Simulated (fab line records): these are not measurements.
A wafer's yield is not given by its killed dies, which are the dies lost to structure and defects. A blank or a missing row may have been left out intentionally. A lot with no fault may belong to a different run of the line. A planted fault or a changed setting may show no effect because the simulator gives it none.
fab line records + flow nand_harc + part 1 of 2: steps 1 to 26 of 38
record:
- lots: 5
- wafers: 15
- last_day: 34
route steps=1302 shown A_M0@1160 A_M1@1169
lots with no fault: from the same line, run without faults
start_h: hours from the record's opening day to when the first of the lot's shown wafers began + wait_h: time in hours since the lot's previous step + " as in the row above + L1.1+2: a row that stands for several wafers + - no value, or no start given + * or withheld: withheld + < > ~ a bound
route shown NAME@n: names a module that has steps shown in the file, with the first one's number in the route + usual: mean/standard deviation taken from wafers without a fault + same: alike in all rows + chamber/n: place in a boat + sites: each site's reading + _std_site: their standard deviation + _edge_site: mean of outer sites minus mean of inner sites + radius_mm: how far each site lies from the wafer's centre + mask NAME#n: copy n + behind: the last tool/chamber to shape the wafer + hold: what put the lot on hold/how long, in hours/how the hold closed + device: the transistor (n, p or np) that didn't switch + end of line: the same wafers' tests at the end of the route + a step given without rows: its recipe and nothing more + killed: dies that structure and defects cost at the first sort, which is not the same as the wafer's yield + map: a wafer's dies, marking killed ones x, the rest . and places with no die _
set.NAME: the setting as run; set.NAME@STEP: as run at that earlier step + model.NAME: the simulator's own value behind a step, which no gauge read
certain route steps with their lots: each step a table, each wafer a row
services: the hour from which a tool's chamber was out of use, counted from the record's first day as start_h (under 0 if before that day), plus the number of hours and why
== steps ==
step: NHARC_A_M0_ECD_22
recipe:
- target_thk_a: 4000
- bath_temp_c: 25
- material: Cu
| lot.wafer  | tool      | chamber | start_h | wait_h |
|------------|-----------|---------|---------|--------|
| L079.2+4+3 | ecd_cu-02 | 0,0,1   | 556.54  | -      |
| L090.1+2+6 | ecd_cu-02 | 1,0,1   | 673.84  | -      |
| L092.1+4+3 | ecd_cu-02 | 0,1,0   | 698.82  | -      |
| L096.1+2+3 | ecd_cu-02 | 0,1,0   | 748.25  | -      |
| L097.3+6+5 | ecd_cu-01 | 1,1,0   | 770.74  | -      |
step: NHARC_A_M0_ANNEAL_30
recipe:
- temp_c: 225
- time_s: 90
usual:
- wafer_temp_C_max: 225.87/0.23
| lot.wafer | tool          | chamber | start_h | wait_h | wafer_temp_C_max |
|-----------|---------------|---------|---------|--------|------------------|
| L079.2    | rtp_anneal-02 | 0       | 556.97  | 0.4    | 226.02           |
| L079.3    | "             | 0       | "       | "      | 226.08           |
| L079.4    | "             | 0       | "       | "      | 225.69           |
| L090.1    | rtp_anneal-02 | 0       | 674.21  | -      | 225.76           |
| L090.2    | "             | 0       | "       | "      | 225.84           |
| L090.6    | "             | 0       | "       | "      | 225.79           |
| L092.1    | rtp_anneal-01 | 0       | 699.15  | 0.3    | 225.79           |
| L092.3    | "             | 0       | "       | "      | 225.76           |
| L092.4    | "             | 0       | "       | "      | 225.46           |
| L096.1    | rtp_anneal-01 | 0       | 748.63  | -      | 225.71           |
| L096.2    | "             | 0       | "       | "      | 225.60           |
| L096.3    | "             | 0       | "       | "      | 225.58           |
| L097.3    | rtp_anneal-01 | 0       | 771.12  | -      | 226.07           |
| L097.5    | "             | 0       | "       | "      | 225.68           |
| L097.6    | "             | 0       | "       | "      | 225.53           |
step: NHARC_A_M0_CMP_23
recipe:
- t_overpolish_s: 20
- target_thk_nm: 113.75
usual:
- motor_current_A: 12.6/1.1
- time_to_endpoint_s: 28.4/2.3
same:
- t_overpolish_s: 20
| lot.wafer | tool   | chamber | start_h | wait_h | motor_current_A | time_to_endpoint_s |
|-----------|--------|---------|---------|--------|-----------------|--------------------|
| L079.3    | cmp-02 | 0       | 557.27  | -      | 11.5            | 27.2               |
| L079.2    | "      | 2       | "       | "      | 13.4            | 26.5               |
| L079.4    | "      | 3       | "       | "      | 12.6            | 26.2               |
| L090.2    | cmp-01 | 0       | 674.55  | -      | 12.4            | 31.3               |
| L090.1    | "      | 2       | "       | "      | 12.1            | 34.6               |
| L090.6    | "      | 0       | "       | "      | 11.8            | 34.7               |
| L092.1    | cmp-01 | 0       | 699.52  | -      | 12.0            | 28.1               |
| L092.3    | "      | 1       | "       | "      | 12.8            | 28.9               |
| L092.4    | "      | 3       | "       | "      | 15.4            | 29.1               |
| L096.2    | cmp-02 | 2       | 749.00  | -      | 13.2            | 28.2               |
| L096.3    | "      | 3       | "       | "      | 13.0            | 28.0               |
| L096.1    | "      | 0       | "       | "      | 11.4            | 29.5               |
| L097.3    | cmp-01 | 2       | 771.36  | -      | 11.2            | 29.6               |
| L097.5    | "      | 2       | "       | "      | 10.4            | 30.6               |
| L097.6    | "      | 3       | "       | "      | 14.6            | 28.8               |
step: NHARC_A_M0_THK_MEAS_24
recipe:
- thk_meas_gauge: xrf
usual:
- thk_nm: 113.4/1.6
| lot.wafer | tool          | chamber | start_h | wait_h | thk_nm |
|-----------|---------------|---------|---------|--------|--------|
| L079.2    | film_metro-02 | -       | 557.58  | -      | 109.4  |
| L079.3    | "             | -       | "       | "      | 114.8  |
| L079.4    | "             | -       | "       | "      | 110.3  |
| L090.1    | film_metro-02 | -       | 674.87  | -      | 116.1  |
| L090.2    | "             | -       | "       | "      | 115.9  |
| L090.6    | "             | -       | "       | "      | 115.3  |
| L092.1    | film_metro-01 | -       | 699.83  | -      | 114.1  |
| L092.3    | "             | -       | "       | "      | 112.3  |
| L092.4    | "             | -       | "       | "      | 113.1  |
| L096.1    | film_metro-02 | -       | 749.28  | -      | 113.6  |
| L096.2    | "             | -       | "       | "      | 110.8  |
| L096.3    | "             | -       | "       | "      | 113.3  |
| L097.3    | film_metro-02 | -       | 771.67  | -      | 113.0  |
| L097.5    | "             | -       | "       | "      | 111.6  |
| L097.6    | "             | -       | "       | "      | 113.8  |
step: NHARC_A_M0_SRD_25
| lot.wafer  | tool         | chamber | start_h | wait_h |
|------------|--------------|---------|---------|--------|
| L079.2+3+4 | wet_bench-10 | 4,5,6   | 557.63  | 0.0    |
| L090.2+1+6 | wet_bench-08 | 6,1,2   | 674.91  | 0.0    |
| L092.1+3+4 | wet_bench-08 | 4,6,1   | 699.87  | 0.0    |
| L096.1+3+2 | wet_bench-08 | 4,5,7   | 749.33  | 0.0    |
| L097.6+3+5 | wet_bench-08 | 5,6,7   | 771.72  | 0.0    |
step: NHARC_A_M0_INSPECT_27
usual:
- raw_defect_count: 536/140
| lot.wafer | tool              | chamber | start_h | wait_h | raw_defect_count |
|-----------|-------------------|---------|---------|--------|------------------|
| L079.2    | defect_inspect-02 | -       | 557.74  | 0.0    | 515              |
| L079.3    | "                 | -       | "       | "      | 513              |
| L079.4    | "                 | -       | "       | "      | 574              |
| L090.1    | defect_inspect-01 | -       | 675.02  | 0.0    | 654              |
| L090.2    | "                 | -       | "       | "      | 537              |
| L090.6    | "                 | -       | "       | "      | 666              |
| L092.1    | defect_inspect-02 | -       | 699.99  | 0.0    | 419              |
| L092.3    | "                 | -       | "       | "      | 410              |
| L092.4    | "                 | -       | "       | "      | 404              |
| L096.1    | defect_inspect-01 | -       | 749.44  | 0.0    | 564              |
| L096.2    | "                 | -       | "       | "      | 481              |
| L096.3    | "                 | -       | "       | "      | 752              |
| L097.3    | defect_inspect-01 | -       | 771.83  | 0.0    | 429              |
| L097.5    | "                 | -       | "       | "      | 461              |
| L097.6    | "                 | -       | "       | "      | 419              |
step: NHARC_A_M0_PRE_CLEAN_31
recipe:
- time_s: 12
- temp_c: 370
- rf_power_w: 300
- gas: NH3
usual:
- heater_power_w: 643/78
| lot.wafer | tool     | chamber | start_h | wait_h | heater_power_w |
|-----------|----------|---------|---------|--------|----------------|
| L079.2    | pecvd-04 | 0       | 558.35  | 0.6    | 618            |
| L079.3    | "        | 2       | "       | "      | 694            |
| L079.4    | "        | 0       | "       | "      | 631            |
| L090.2    | pecvd-04 | 0       | 675.11  | 0.1    | 669            |
| L090.1    | "        | 1       | "       | "      | 700            |
| L090.6    | "        | 1       | "       | "      | 697            |
| L092.1    | pecvd-02 | 2       | 700.06  | 0.1    | 500            |
| L092.3    | "        | 1       | "       | "      | 695            |
| L092.4    | "        | 2       | "       | "      | 500            |
| L096.3    | pecvd-01 | 2       | 749.51  | 0.1    | 495            |
| L096.2    | "        | 0       | "       | "      | 586            |
| L096.1    | "        | 1       | "       | "      | 561            |
| L097.3    | pecvd-04 | 1       | 771.91  | 0.1    | 590            |
| L097.5    | "        | 0       | "       | "      | 720            |
| L097.6    | "        | 2       | "       | "      | 646            |
step: NHARC_A_M0_DEP_32
recipe:
- target_thk_a: 300
- temp_c: 370
- target_thk_nm: 30
- pressure_torr: 3
- flow_sccm: 200
- rf_w: 450
- material: SiCN
usual:
- heater_power_w: 598/74
| lot.wafer | tool     | chamber | start_h | wait_h | heater_power_w |
|-----------|----------|---------|---------|--------|----------------|
| L079.2    | pecvd-04 | 0       | 558.43  | 0.1    | 670            |
| L079.3    | "        | 2       | "       | "      | 637            |
| L079.4    | "        | 0       | "       | "      | 679            |
| L090.2    | pecvd-04 | 0       | 675.22  | 0.1    | 699            |
| L090.1    | "        | 1       | "       | "      | 690            |
| L090.6    | "        | 1       | "       | "      | 662            |
| L092.1    | pecvd-02 | 2       | 700.14  | 0.1    | 505            |
| L092.3    | "        | 1       | "       | "      | 636            |
| L092.4    | "        | 2       | "       | "      | 518            |
| L096.3    | pecvd-01 | 2       | 749.59  | 0.1    | 526            |
| L096.2    | "        | 0       | "       | "      | 498            |
| L096.1    | "        | 1       | "       | "      | 531            |
| L097.3    | pecvd-04 | 1       | 772.02  | 0.1    | 646            |
| L097.5    | "        | 0       | "       | "      | 638            |
| L097.6    | "        | 2       | "       | "      | 524            |
step: NHARC_A_M1_DEP_00
recipe:
- target_thk_a: 1825
- target_thk_nm: 182.5
- temp_c: withheld
- pressure_torr: 5
- flow_sccm: 200
- rf_w: 600
- material: SiOC
| lot.wafer  | tool     | chamber | start_h | wait_h |
|------------|----------|---------|---------|--------|
| L079.3+2+4 | pecvd-02 | 1,2,2   | 558.89  | -      |
| L090.2+1+6 | pecvd-04 | 1,2,2   | -       | -      |
| L092.3+1+4 | pecvd-04 | 1,0,1   | 700.55  | -      |
| L096.3+1+2 | pecvd-02 | 0,1,2   | 750.00  | -      |
| L097.3+5+6 | pecvd-04 | 1,2,0   | -       | -      |
step: NHARC_A_M1_DEHYDRATE_01
recipe:
- temp_c: 150
- time_s: 120
| lot.wafer  | tool           | chamber | start_h | wait_h |
|------------|----------------|---------|---------|--------|
| L079.2+3+4 | litho_track-01 | 0       | 559.25  | -      |
| L090.1+2+6 | litho_track-04 | 0       | 675.97  | -      |
| L092.1+3+4 | litho_track-06 | 0       | 700.96  | -      |
| L096.1+2+3 | litho_track-04 | 0       | 750.40  | -      |
| L097.3+5+6 | litho_track-06 | 0       | 772.81  | -      |
step: NHARC_A_M1_HMDS_02
recipe:
- time_s: 30
| lot.wafer  | tool           | chamber | start_h | wait_h |
|------------|----------------|---------|---------|--------|
| L079.2+3+4 | litho_track-01 | 0       | -       | -      |
| L090.1+2+6 | litho_track-04 | 0       | -       | -      |
| L092.1+3+4 | litho_track-06 | 0       | -       | -      |
| L096.1+2+3 | litho_track-04 | 0       | -       | -      |
| L097.3+5+6 | litho_track-06 | 0       | -       | -      |
step: NHARC_A_M1_COAT_34
recipe:
- temp_c: 200
- time_s: 65
| lot.wafer  | tool           | chamber | start_h | wait_h |
|------------|----------------|---------|---------|--------|
| L079.2+3+4 | litho_track-01 | 0       | -       | -      |
| L090.1+2+6 | litho_track-04 | 0       | -       | -      |
| L092.1+3+4 | litho_track-06 | 0       | -       | -      |
| L096.1+2+3 | litho_track-04 | 0       | -       | -      |
| L097.3+5+6 | litho_track-06 | 0       | -       | -      |
step: NHARC_A_M1_COAT_03
recipe:
- spin_rpm: 1500
- resist_thk_nm: 90
| lot.wafer  | tool           | chamber | start_h | wait_h |
|------------|----------------|---------|---------|--------|
| L079.2+3+4 | litho_track-01 | 0       | -       | -      |
| L090.1+2+6 | litho_track-04 | 0       | -       | -      |
| L092.1+3+4 | litho_track-06 | 0       | -       | -      |
| L096.1+2+3 | litho_track-04 | 0       | -       | -      |
| L097.3+5+6 | litho_track-06 | 0       | -       | -      |
step: NHARC_A_M1_SOFTBAKE_04
recipe:
- temp_c: 105
- time_s: 55
| lot.wafer  | tool           | chamber | start_h | wait_h |
|------------|----------------|---------|---------|--------|
| L079.2+3+4 | litho_track-01 | 0       | -       | -      |
| L090.1+2+6 | litho_track-04 | 0       | -       | -      |
| L092.1+3+4 | litho_track-06 | 0       | -       | -      |
| L096.1+2+3 | litho_track-04 | 0       | -       | -      |
| L097.3+5+6 | litho_track-06 | 0       | -       | -      |
step: NHARC_A_M1_EBR_05
| lot.wafer  | tool           | chamber | start_h | wait_h |
|------------|----------------|---------|---------|--------|
| L079.2+3+4 | litho_track-01 | 0       | -       | -      |
| L090.1+2+6 | litho_track-04 | 0       | -       | -      |
| L092.1+3+4 | litho_track-06 | 0       | -       | -      |
| L096.1+2+3 | litho_track-04 | 0       | -       | -      |
| L097.3+5+6 | litho_track-06 | 0       | -       | -      |
step: NHARC_A_M1_EXPOSE_06
recipe:
- na: 1.35
- target_cd_nm: 120
- dose_mj: 75.13
- mask_id: A_M1
| lot.wafer  | tool            | chamber | start_h | wait_h | mask   |
|------------|-----------------|---------|---------|--------|--------|
| L079.2+3+4 | arfi_scanner-01 | 0       | 559.55  | -      | A_M1#0 |
| L090.1+2+6 | arfi_scanner-01 | 0       | 676.13  | -      | A_M1#0 |
| L092.1+3+4 | arfi_scanner-01 | 0       | 701.12  | -      | A_M1#0 |
| L096.1+2+3 | arfi_scanner-03 | 0       | 750.57  | -      | A_M1#0 |
| L097.3+5+6 | arfi_scanner-02 | 0       | 772.99  | -      | A_M1#0 |
step: NHARC_A_M1_PEB_07
recipe:
- peb_temp_c: 100
- peb_time_s: 65
| lot.wafer  | tool           | chamber | start_h | wait_h |
|------------|----------------|---------|---------|--------|
| L079.2+3+4 | litho_track-06 | 0       | 559.60  | 0.1    |
| L090.1+2+6 | litho_track-01 | 0       | 676.19  | 0.1    |
| L092.1+3+4 | litho_track-01 | 0       | 701.18  | 0.1    |
| L096.1+2+3 | litho_track-06 | 0       | 750.63  | 0.1    |
| L097.3+5+6 | litho_track-04 | 0       | 773.04  | 0.0    |
step: NHARC_A_M1_DEVELOP_08
recipe:
- develop_time_s: 35
- dev_temp_c: 23
| lot.wafer  | tool           | chamber | start_h | wait_h |
|------------|----------------|---------|---------|--------|
| L079.2+3+4 | litho_track-06 | 0       | -       | -      |
| L090.1+2+6 | litho_track-01 | 0       | -       | -      |
| L092.1+3+4 | litho_track-01 | 0       | -       | -      |
| L096.1+2+3 | litho_track-06 | 0       | -       | -      |
| L097.3+5+6 | litho_track-04 | 0       | -       | -      |
step: NHARC_A_M1_CD_MEAS_09
recipe:
- target_cd_nm: 120
- landing_energy_ev: 500
usual:
- cd_nm: 119.9/0.54
same:
- landing_energy_ev: 500
| lot.wafer | tool      | chamber | start_h | wait_h | cd_nm |
|-----------|-----------|---------|---------|--------|-------|
| L079.2    | cd_sem-01 | 0       | 559.68  | -      | 119.9 |
| L079.3    | "         | 0       | "       | "      | 119.7 |
| L079.4    | "         | 0       | "       | "      | 120.2 |
| L090.1    | cd_sem-03 | 0       | 676.27  | -      | 119.8 |
| L090.2    | "         | 0       | "       | "      | 120.4 |
| L090.6    | "         | 0       | "       | "      | 119.8 |
| L092.1    | cd_sem-02 | 0       | 701.26  | -      | 120.5 |
| L092.3    | "         | 0       | "       | "      | 120.3 |
| L092.4    | "         | 0       | "       | "      | 120.8 |
| L096.1    | cd_sem-02 | 0       | 750.71  | -      | 119.9 |
| L096.2    | "         | 0       | "       | "      | 119.9 |
| L096.3    | "         | 0       | "       | "      | 119.7 |
| L097.3    | cd_sem-01 | 0       | 773.12  | -      | 118.5 |
| L097.5    | "         | 0       | "       | "      | 118.5 |
| L097.6    | "         | 0       | "       | "      | 119.4 |
step: NHARC_A_M1_OVL_MEAS_10
recipe:
- pitch_nm: 240
usual:
- overlay_x_nm: 0.1/0.84
- overlay_y_nm: 0.2/0.87
| lot.wafer | tool       | chamber | start_h | wait_h | overlay_x_nm | overlay_y_nm |
|-----------|------------|---------|---------|--------|--------------|--------------|
| L079.2    | overlay-02 | -       | 559.77  | -      | 0.4          | 0.4          |
| L079.3    | "          | -       | "       | "      | 0.9          | 0.6          |
| L079.4    | "          | -       | "       | "      | 1.0          | 0.5          |
| L090.1    | overlay-01 | -       | 676.36  | -      | 0.7          | 0.5          |
| L090.2    | "          | -       | "       | "      | 0.9          | 0.2          |
| L090.6    | "          | -       | "       | "      | 1.1          | 0.5          |
| L092.1    | overlay-01 | -       | 701.35  | -      | 0.0          | 0.5          |
| L092.3    | "          | -       | "       | "      | 0.2          | 1.2          |
| L092.4    | "          | -       | "       | "      | -0.5         | 0.8          |
| L096.1    | overlay-02 | -       | 750.80  | -      | 0.2          | 2.0          |
| L096.2    | "          | -       | "       | "      | 0.3          | 1.7          |
| L096.3    | "          | -       | "       | "      | 0.4          | 1.9          |
| L097.3    | overlay-02 | -       | 773.21  | -      | 0.6          | 0.6          |
| L097.5    | "          | -       | "       | "      | 0.2          | 0.7          |
| L097.6    | "          | -       | "       | "      | 0.1          | 1.2          |
step: NHARC_A_M1_INSPECT_11
usual:
- raw_defect_count: 94/32
| lot.wafer | tool              | chamber | start_h | wait_h | raw_defect_count |
|-----------|-------------------|---------|---------|--------|------------------|
| L079.2    | defect_inspect-02 | -       | 559.80  | 0.0    | 114              |
| L079.3    | "                 | -       | "       | "      | 121              |
| L079.4    | "                 | -       | "       | "      | 122              |
| L090.1    | defect_inspect-02 | -       | 676.40  | 0.0    | 62               |
| L090.2    | "                 | -       | "       | "      | 51               |
| L090.6    | "                 | -       | "       | "      | 57               |
| L092.1    | defect_inspect-01 | -       | 701.39  | 0.0    | 86               |
| L092.3    | "                 | -       | "       | "      | 87               |
| L092.4    | "                 | -       | "       | "      | 75               |
| L096.1    | defect_inspect-01 | -       | 750.83  | 0.0    | 136              |
| L096.2    | "                 | -       | "       | "      | 135              |
| L096.3    | "                 | -       | "       | "      | 104              |
| L097.3    | defect_inspect-02 | -       | 773.24  | 0.0    | 69               |
| L097.5    | "                 | -       | "       | "      | 54               |
| L097.6    | "                 | -       | "       | "      | 53               |
step: NHARC_A_M1_DESCUM_14
recipe:
- time_s: 3
- o2_flow_sccm: 200
- ar_flow_sccm: 0
- bias_power_w: 0
- chemistry: O2
usual:
- chamber_pressure_mTorr: 60.00/0.054
- drypump_motor_current_A: 5.5/0.48
- oes_product_au: 0.998/0.0081
- rf_vpp_V: 57.9/0.91
- showerhead_plenum_p_Torr: 1.93/0.099
- throttle_valve_pct: 11.310/0.0094
| lot.wafer | tool        | chamber | start_h | wait_h | chamber_pressure_mTorr | drypump_motor_current_A | oes_product_au | rf_hours_counter_h | rf_vpp_V | showerhead_plenum_p_Torr | throttle_valve_pct |
|-----------|-------------|---------|---------|--------|------------------------|-------------------------|----------------|--------------------|----------|--------------------------|--------------------|
| L079.2    | rie_diel-02 | 2       | 559.87  | 0.1    | 59.97                  | 4.8                     | 0.990          | 4.1                | 58.8     | 2.06                     | 11.309             |
| L079.3    | "           | 3       | "       | "      | 60.03                  | 5.4                     | 0.981          | 4.2                | 58.0     | 2.03                     | 11.311             |
| L079.4    | "           | 1       | "       | "      | 59.97                  | 5.7                     | 0.998          | 3.8                | 57.3     | 1.79                     | 11.302             |
| L090.2    | rie_diel-02 | 2       | 676.46  | 0.1    | 59.96                  | 4.8                     | 1.003          | 2.4                | 59.0     | 2.06                     | 11.313             |
| L090.1    | "           | 0       | "       | "      | 60.00                  | 4.8                     | 1.000          | 2.5                | 56.0     | 1.78                     | 11.323             |
| L090.6    | "           | 2       | "       | "      | 60.02                  | 4.8                     | 1.009          | -                  | 58.1     | 2.06                     | 11.293             |
| L092.3    | rie_diel-06 | 1       | 701.46  | 0.1    | 60.04                  | 6.0                     | 1.007          | 2.1                | 57.9     | 1.99                     | 11.304             |
| L092.4    | "           | 2       | "       | "      | 59.99                  | 5.9                     | 1.003          | 1.9                | 57.8     | 1.91                     | 11.299             |
| L092.1    | "           | 3       | "       | "      | 59.97                  | 5.9                     | 0.993          | 2.2                | 57.0     | 1.91                     | 11.309             |
| L096.2    | rie_diel-06 | 0       | 750.89  | 0.1    | 60.01                  | 5.7                     | 0.994          | 4.3                | 57.8     | 2.00                     | 11.283             |
| L096.1    | "           | 1       | "       | "      | 59.98                  | 6.0                     | 1.002          | 4.1                | 58.2     | 1.99                     | 11.308             |
| L096.3    | "           | 2       | "       | "      | 60.02                  | 5.9                     | 0.995          | 3.7                | 58.7     | 1.91                     | 11.309             |
| L097.3    | rie_diel-02 | 2       | 773.30  | 0.1    | 60.01                  | 4.8                     | 1.010          | 0.2                | 57.7     | 2.06                     | 11.308             |
| L097.6    | "           | 2       | "       | "      | 59.94                  | 4.8                     | 1.003          | -                  | 59.6     | 2.06                     | 11.314             |
| L097.5    | "           | 0       | "       | "      | 59.97                  | 4.8                     | 1.010          | -                  | 56.7     | 1.78                     | 11.312             |
step: NHARC_A_M1_ETCH_35
recipe:
- target_depth_a: 400
- overetch_a: 120
- time_s: 43.94
- ion_energy_ev: 200
- n2_flow_sccm: 150
- h2_flow_sccm: 150
- ar_flow_sccm: 0
- rf_w: 400
- bias_w: 150
- chemistry: N2/H2
usual:
- bias_w: 150.1/0.45
- chamber_pressure_mTorr: 30.000/0.028
- drypump_motor_current_A: 5.5/0.47
- oes_product_au: 0.999/0.0077
- rf_vpp_V: 431/3.2
- showerhead_plenum_p_Torr: 2.05/0.11
- throttle_valve_pct: 14.172/0.0091
| lot.wafer | tool        | chamber | start_h | wait_h | bias_w | chamber_pressure_mTorr | drypump_motor_current_A | oes_product_au | rf_hours_counter_h | rf_vpp_V | showerhead_plenum_p_Torr | throttle_valve_pct |
|-----------|-------------|---------|---------|--------|--------|------------------------|-------------------------|----------------|--------------------|----------|--------------------------|--------------------|
| L079.4    | rie_diel-02 | 1       | 559.96  | 0.1    | 149.7  | 29.972                 | 5.7                     | 0.996          | 3.8                | 426      | 1.91                     | 14.180             |
| L079.2    | "           | 2       | "       | "      | 149.5  | 29.973                 | 4.8                     | 1.003          | 4.1                | 434      | 2.21                     | 14.185             |
| L079.3    | "           | 3       | "       | "      | 150.0  | 30.024                 | 5.4                     | 0.991          | 4.2                | 434      | 2.16                     | 14.162             |
| L090.2    | rie_diel-02 | 0       | 676.54  | 0.1    | 150.4  | 30.006                 | 4.8                     | 0.992          | 2.5                | 426      | 1.89                     | 14.171             |
| L090.1    | "           | 1       | "       | "      | 149.6  | 29.989                 | 5.7                     | 1.005          | 2.5                | 427      | 1.91                     | 14.185             |
| L090.6    | "           | 1       | "       | "      | 149.4  | 29.978                 | 5.7                     | 1.009          | -                  | 427      | 1.91                     | 14.173             |
| L092.4    | rie_diel-06 | 1       | 701.53  | 0.1    | 150.4  | 29.942                 | 5.9                     | 1.015          | 2.1                | 431      | 2.12                     | 14.173             |
| L092.1    | "           | 3       | "       | "      | 150.4  | 29.967                 | 5.9                     | 1.013          | 2.2                | 432      | 2.03                     | 14.181             |
| L092.3    | "           | 0       | "       | "      | 150.2  | 30.020                 | 5.8                     | 1.007          | 2.3                | 432      | 2.14                     | 14.174             |
| L096.1    | rie_diel-06 | 2       | 750.98  | 0.1    | 150.5  | 29.974                 | 5.9                     | 1.004          | 3.7                | 429      | 2.04                     | 14.167             |
| L096.2    | "           | 3       | "       | "      | 149.6  | 29.992                 | 5.9                     | 1.004          | 4.0                | 430      | 2.03                     | 14.183             |
| L096.3    | "           | 0       | "       | "      | 150.3  | 30.014                 | 5.7                     | 1.001          | 4.4                | 433      | 2.14                     | 14.166             |
| L097.3    | rie_diel-02 | 0       | 773.41  | 0.1    | 149.9  | 30.000                 | 4.8                     | 0.994          | 0.2                | 427      | 1.89                     | 14.169             |
| L097.6    | "           | 0       | "       | "      | 150.1  | 30.002                 | 4.8                     | 0.999          | -                  | 426      | 1.89                     | 14.178             |
| L097.5    | "           | 1       | "       | "      | 149.5  | 29.953                 | 5.7                     | 1.002          | -                  | 426      | 1.90                     | 14.161             |
step: NHARC_A_M1_ETCH_15
recipe:
- target_depth_a: 1825
- time_s: 91.2
- c4f8_flow_sccm: withheld
- ar_flow_sccm: 400
- rf_w: 600
- bias_w: 300
- chemistry: C4F8/Ar
usual:
- bias_w: 300.1/0.82
- chamber_pressure_mTorr: 25.001/0.023
- oes_product_au: 0.953/0.022
- rf_vpp_V: 442/3.2
| lot.wafer | tool        | chamber | start_h | wait_h | bias_w | chamber_pressure_mTorr | oes_product_au | rf_hours_counter_h | rf_vpp_V |
|-----------|-------------|---------|---------|--------|--------|------------------------|----------------|--------------------|----------|
| L079.4    | rie_diel-02 | 2       | -       | -      | 299.6  | 25.024                 | 0.964          | 4.1                | 447      |
| L079.2    | "           | 3       | "       | "      | 299.4  | 24.985                 | 0.944          | 4.2                | 447      |
| L079.3    | "           | 0       | "       | "      | 298.2  | 25.008                 | 0.967          | 3.8                | 437      |
| L090.1    | rie_diel-02 | 1       | -       | -      | 299.8  | 24.983                 | 0.924          | 2.5                | 436      |
| L090.2    | "           | 3       | "       | "      | 301.4  | 25.008                 | 0.933          | 2.4                | 445      |
| L090.6    | "           | 2       | "       | "      | 300.6  | 24.986                 | 0.934          | -                  | 446      |
| L092.1    | rie_diel-06 | 3       | -       | -      | 301.1  | 25.026                 | 0.988          | 2.2                | 441      |
| L092.3    | "           | 0       | "       | "      | 300.1  | 25.016                 | 0.975          | 2.3                | 445      |
| L092.4    | "           | 1       | "       | "      | 300.3  | 25.024                 | 0.961          | 2.1                | 443      |
| L096.2    | rie_diel-06 | 3       | -       | -      | 299.4  | 25.003                 | 0.931          | 4.0                | 441      |
| L096.1    | "           | 1       | "       | "      | 300.4  | 25.003                 | 0.937          | 4.1                | 444      |
| L096.3    | "           | 2       | "       | "      | 299.5  | 25.022                 | 0.925          | 3.7                | 440      |
| L097.3    | rie_diel-02 | 2       | -       | -      | 299.5  | 24.992                 | 0.966          | 0.3                | 447      |
| L097.6    | "           | 2       | "       | "      | 301.3  | 24.993                 | 0.968          | -                  | 446      |
| L097.5    | "           | 0       | "       | "      | 298.7  | 24.989                 | 0.966          | -                  | 437      |
step: NHARC_A_M1_CD_MEAS_16
usual:
- cd_nm: 119.7/0.56
| lot.wafer | tool      | chamber | start_h | wait_h | cd_nm |
|-----------|-----------|---------|---------|--------|-------|
| L079.2    | cd_sem-03 | -       | 560.17  | -      | 119.0 |
| L079.3    | "         | -       | "       | "      | 119.6 |
| L079.4    | "         | -       | "       | "      | 119.7 |
| L090.1    | cd_sem-01 | -       | 676.76  | -      | 120.0 |
| L090.2    | "         | -       | "       | "      | 120.6 |
| L090.6    | "         | -       | "       | "      | 119.9 |
| L092.1    | cd_sem-01 | -       | 701.75  | -      | 121.0 |
| L092.3    | "         | -       | "       | "      | 120.1 |
| L092.4    | "         | -       | "       | "      | 120.9 |
| L096.1    | cd_sem-02 | -       | 751.20  | -      | 120.2 |
| L096.2    | "         | -       | "       | "      | 120.7 |
| L096.3    | "         | -       | "       | "      | 120.0 |
| L097.3    | cd_sem-01 | -       | 773.66  | -      | 118.6 |
| L097.5    | "         | -       | "       | "      | 118.4 |
| L097.6    | "         | -       | "       | "      | 119.8 |
step: NHARC_A_M1_STRIP_18
recipe:
- power_w: 1000
- n2_flow_sccm: 150
- h2_flow_sccm: 150
- ar_flow_sccm: 0
- bias_w: 0
- chemistry: N2/H2
usual:
- chamber_pressure_mTorr: 30.00/0.03
- drypump_motor_current_A: 5.6/0.46
- oes_product_au: 1.000/0.0081
- rf_vpp_V: 90.7/1
- showerhead_plenum_p_Torr: 2.06/0.093
- throttle_valve_pct: 14.171/0.0093
same:
- bias_w: 0
| lot.wafer | tool        | chamber | start_h | wait_h | chamber_pressure_mTorr | drypump_motor_current_A | oes_product_au | rf_hours_counter_h | rf_vpp_V | showerhead_plenum_p_Torr | throttle_valve_pct |
|-----------|-------------|---------|---------|--------|------------------------|-------------------------|----------------|--------------------|----------|--------------------------|--------------------|
| L079.4    | rie_diel-06 | 2       | 560.24  | 0.1    | 29.99                  | 5.9                     | 0.998          | 2.5                | 91.0     | 2.04                     | 14.175             |
| L079.2    | "           | 0       | "       | "      | 30.00                  | 5.6                     | 1.001          | 4.5                | 90.2     | 2.14                     | 14.178             |
| L079.3    | "           | 1       | "       | "      | 30.01                  | 5.9                     | 0.996          | 4.0                | 92.8     | 2.13                     | 14.158             |
| L090.1    | rie_diel-01 | 0       | 676.85  | 0.1    | 29.99                  | 5.5                     | 0.994          | 5.3                | 91.0     | 2.06                     | 14.177             |
| L090.2    | "           | 1       | "       | "      | 29.99                  | 6.0                     | 0.998          | 5.0                | 90.7     | 2.05                     | 14.175             |
| L090.6    | "           | 1       | "       | "      | 30.01                  | 6.0                     | 1.008          | -                  | 89.6     | 2.05                     | 14.180             |
| L092.1    | rie_diel-01 | 3       | 701.83  | 0.1    | 30.05                  | 6.3                     | 1.009          | 6.3                | 91.4     | 2.09                     | 14.169             |
| L092.3    | "           | 0       | "       | "      | 30.00                  | 5.5                     | 1.000          | 6.5                | 90.4     | 2.06                     | 14.166             |
| L092.4    | "           | 2       | "       | "      | 29.98                  | 5.4                     | 0.995          | 6.3                | 91.1     | 2.01                     | 14.175             |
| L096.2    | rie_diel-01 | 3       | 751.27  | 0.1    | 30.02                  | 6.3                     | 1.008          | 0.6                | 92.3     | 2.09                     | 14.163             |
| L096.3    | "           | 1       | "       | "      | 30.02                  | 6.0                     | 0.991          | 1.0                | 90.3     | 2.05                     | 14.185             |
| L096.1    | "           | 2       | "       | "      | 29.96                  | 5.4                     | 0.994          | 0.5                | 91.0     | 2.01                     | 14.167             |
| L097.3    | rie_diel-01 | 0       | 773.75  | 0.1    | 30.04                  | 5.5                     | 0.999          | 2.9                | 91.6     | 2.06                     | 14.186             |
| L097.5    | "           | 3       | "       | "      | 29.96                  | 6.3                     | 1.021          | -                  | 90.2     | 2.09                     | 14.156             |
| L097.6    | "           | 0       | "       | "      | 30.01                  | 5.5                     | 0.997          | -                  | 91.8     | 2.06                     | 14.166             |
